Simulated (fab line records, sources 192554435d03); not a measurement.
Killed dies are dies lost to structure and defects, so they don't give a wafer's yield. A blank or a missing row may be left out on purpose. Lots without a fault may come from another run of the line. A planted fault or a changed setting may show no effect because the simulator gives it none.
Split-lot experiment | flow n5_finfet | 7 lots, 21 wafers read, on a route of 1938 steps

THE SPLIT
At N5_GATE_CUT_ALD_22 (deposits SiNx, target thk 16 nm, pulse time 1 s, ald cycles 320), the setting ald_cycles was moved away from the recipe's 320 on 4 of the 21 wafers read, by -6.2% to +14.7%. The other wafers ran this setting at the recipe's value.

The reading is taken at the split's own step.

THE READING
SiNx_of_GATE_CUT_ALD_22.thk_nm (the simulator's own value, which no gauge read), in nm, at N5_GATE_CUT_ALD_22 (deposits SiNx, target thk 16 nm, pulse time 1 s, ald cycles 320). The file gives no usual value for it. The 17 wafers here that ran the recipe average 15.9 nm, standard deviation 0.091 nm.

wafer  | tool, chamber at the split | ald_cycles as run | against the recipe | SiNx_of_GATE_CUT_ALD_22.thk_nm, nm | against lot-mates on the recipe
L074.2 | ald_sin-02, 3              | 320               | recipe             | 15.8                               | -
L074.5 | ald_sin-02, 1,2            | 320               | recipe             | 16                                 | -
L074.6 | ald_sin-02, 1,2            | 320               | recipe             | 16                                 | -
L075.1 | ald_sin-03, 3,0            | 320               | recipe             | 15.8                               | -
L075.3 | ald_sin-03, 3,0            | 320               | recipe             | 15.8                               | -
L075.5 | ald_sin-03, 2              | 320               | recipe             | 16                                 | -
L078.3 | ald_sin-02, 1,3,0          | 320               | recipe             | 16                                 | -
L078.5 | ald_sin-02, 1,3,0          | 320               | recipe             | 16                                 | -
L078.6 | ald_sin-02, 1,3,0          | 320               | recipe             | 16                                 | -
L080.2 | ald_sin-02, 1,2            | 320               | recipe             | 16                                 | -
L080.5 | ald_sin-02, 1,2            | 320               | recipe             | 16                                 | -
L080.4 | ald_sin-02, 3              | 320               | recipe             | 15.8                               | -
L084.1 | ald_sin-02, 2              | 367               | +14.7%             | 18.4                               | +2.4
L084.2 | ald_sin-02, 0              | 367               | +14.7%             | 18.2                               | +2.2
L084.3 | ald_sin-02, 3              | 320               | recipe             | 16                                 | -
L086.1 | ald_sin-02, 1,2,0          | 320               | recipe             | 16                                 | -
L086.2 | ald_sin-02, 1,2,0          | 320               | recipe             | 16                                 | -
L086.4 | ald_sin-02, 1,2,0          | 320               | recipe             | 16                                 | -
L092.1 | ald_sin-01, 1              | 300               | -6.2%              | 14.8                               | -1.0
L092.3 | ald_sin-01, 2              | 300               | -6.2%              | 15                                 | -0.8
L092.4 | ald_sin-01, 0              | 320               | recipe             | 15.8                               | -
Where a row lists several chambers, the file gives one row for several wafers and doesn't say which wafer went through which chamber.

THE FIT
A straight line over all 21 wafers: SiNx_of_GATE_CUT_ALD_22.thk_nm changes by +0.162 nm for each +1% of ald_cycles; r = +0.99; the points scatter about the line by 0.098 nm.
The same after taking each lot's own level away (the mean of its wafers on the recipe; 21 wafers): +0.154 nm for each +1%; r = +0.99; scatter 0.082 nm.
On that fit, the largest move of ald_cycles shifts the reading by 2.3 nm.
The lots' own levels span 15.80 to 16.00 nm, that is 2.2 times the standard deviation above.
So the lot-to-lot level changes the slope little: the two slopes agree.
Check: with one of the wafers moved furthest among these (+14.7%) left out of the fit, the line predicts +2.18 nm for it against its lot-mates. It came out at +2.4 nm against them.

OTHER SPLITS ON THESE WAFERS
These wafers also went through other splits before the reading. Each is held against what the fit with the lots' levels taken away leaves over:
other split on the same wafers        | wafers away from the commonest value | r with SiNx_of_GATE_CUT_ALD_22.thk_nm (lot level and that fit taken away)
N5_SD_EPI_N_PEB_07 peb_time_s         | 7                                    | -0.15
N5_SDB_COAT_05 spin_rpm               | 6                                    | -0.42
N5_HKMG_FIN_COAT_06 spin_rpm          | 9                                    | +0.18
N5_HKMG_FIN_DEVELOP_11 develop_time_s | 4                                    | -0.22

THE FILE'S OWN FIT
SiNx_of_GATE_CUT_ALD_22.thk_nm changes by +0.155 nm for each +1% of ald_cycles, r = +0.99.
